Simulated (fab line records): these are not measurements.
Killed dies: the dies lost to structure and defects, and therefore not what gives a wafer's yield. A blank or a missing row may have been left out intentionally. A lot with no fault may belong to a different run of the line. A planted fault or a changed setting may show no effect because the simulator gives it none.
Split-lot trial | flow n5-finfet | on a route of 1938 steps: 7 lots, 21 wafers read

== ABOUT THE SPLIT ==
At N5_BEOL_M14_DEP_53 (deposits SiCN from 3MS/NH3, target thk 50 nm, time 17.8 s), the setting time-s was moved away from the recipe's 17.8 s on 8 of the 21 wafers read, by -13.3% to +14.4%. The other wafers ran this setting at the recipe's value.

The split's own step is where the reading is taken.

== THE READING ==
SiCN_of_BEOL_M14_DEP_53.thk-nm (the simulator's own value, which no gauge read), in nm, at N5_BEOL_M14_DEP_53 (deposits SiCN from 3MS/NH3, target thk 50 nm, time 17.8 s). There is no usual value for it anywhere in the file. The 13 wafers here that ran the recipe average 49.8 nm, standard deviation 0.67 nm.

wafer  | tool, chamber at the split | time-s as run, s | against the recipe | SiCN_of_BEOL_M14_DEP_53.thk-nm, nm | against lot-mates on the recipe
L080.4 | pecvd-02, 2                | 17.8             | recipe             | 49.8                               | -
L080.5 | pecvd-02, 1                | 17.8             | recipe             | 50                                 | -
L080.6 | pecvd-02, 0                | 17.8             | recipe             | 50.6                               | -
L083.1 | pecvd-03, 2,1              | 19.62            | +10.2%             | 54.8                               | +4.8
L083.4 | pecvd-03, 2,1              | 19.62            | +10.2%             | 54.8                               | +4.8
L083.3 | pecvd-03, 1                | 17.8             | recipe             | 50                                 | -
L082.1 | pecvd-04, 2                | 15.43            | -13.3%             | 43.2                               | -6.6
L082.3 | pecvd-04, 0                | 17.8             | recipe             | 49.8                               | -
L082.4 | pecvd-04, 2                | 15.43            | -13.3%             | 43.4                               | -6.4
L085.1 | pecvd-04, 0                | 17.8             | recipe             | 49.2                               | -
L085.2 | pecvd-04, 1                | 17.8             | recipe             | 48.8                               | -
L085.3 | pecvd-04, 2                | 17.8             | recipe             | 48.6                               | -
L087.3 | pecvd-03, 1                | 17.8             | recipe             | 49                                 | -
L087.4 | pecvd-03, 0                | 19.88            | +11.7%             | 55.4                               | +5.9
L087.6 | pecvd-03, 1                | 17.8             | recipe             | 50                                 | -
L092.1 | pecvd-04, 0                | 16.56            | -7.0%              | 45.8                               | -4.4
L092.4 | pecvd-04, 2                | 17.8             | recipe             | 50.8                               | -
L092.5 | pecvd-04, 0                | 17.8             | recipe             | 49.6                               | -
L093.1 | pecvd-02, 0                | 20.36            | +14.4%             | 57                                 | +6.4
L093.4 | pecvd-02, 2                | 20.36            | +14.4%             | 56.8                               | +6.2
L093.6 | pecvd-02, 1                | 17.8             | recipe             | 50.6                               | -
The file does not say which wafer passed through which chamber wherever a row lists several chambers: such a row stands for several wafers.

FIT RESULTS
A straight line over all 21 wafers: SiCN_of_BEOL_M14_DEP_53.thk-nm changes by +0.494 nm for each +1% of time-s; r = +0.99; the points scatter about the line by 0.57 nm.
The same after taking each lot's own level away (the mean of its wafers on the recipe; 21 wafers): +0.478 nm for each +1%; r = +0.99; scatter 0.43 nm.
That fit puts the effect of the largest move of time-s on the reading at 6.9 nm.
From 48.87 to 50.60 nm: that is the span of the lots' own levels, equal to 2.6 times the standard deviation above.
So the lot-to-lot level changes the slope little: the two slopes agree.
Check: +6.85 nm against its lot-mates is what the line predicts for one of the wafers moved furthest among these (+14.4%) when that wafer is left out of the fit. Against them it came out at +6.4 nm.

== OTHER SPLITS APPLIED TO THESE WAFERS ==
Other splits were also applied to these wafers ahead of the reading. Each is held against what the fit with the lots' levels taken away leaves over:
other split on the same wafers | wafers away from the commonest value | r with SiCN_of_BEOL_M14_DEP_53.thk-nm (lot level and that fit taken away)
N5_BEOL_M12_EXPOSE_07 dose-mj  | 11                                   | -0.08
N5_BEOL_M13_COAT_66 spin-rpm   | 6                                    | -0.08
N5_BEOL_M13_DESCUM_33 time-s   | 4                                    | +0.03
N5_BEOL_M13_SPUTTER_43 time-s  | 7                                    | +0.08
N5_BEOL_M14_SPUTTER_43 power-w | 7                                    | +0.06

== THE FILE'S OWN FIT ==
SiCN_of_BEOL_M14_DEP_53.thk-nm changes by +0.484 nm for each +1% of time-s, r = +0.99.
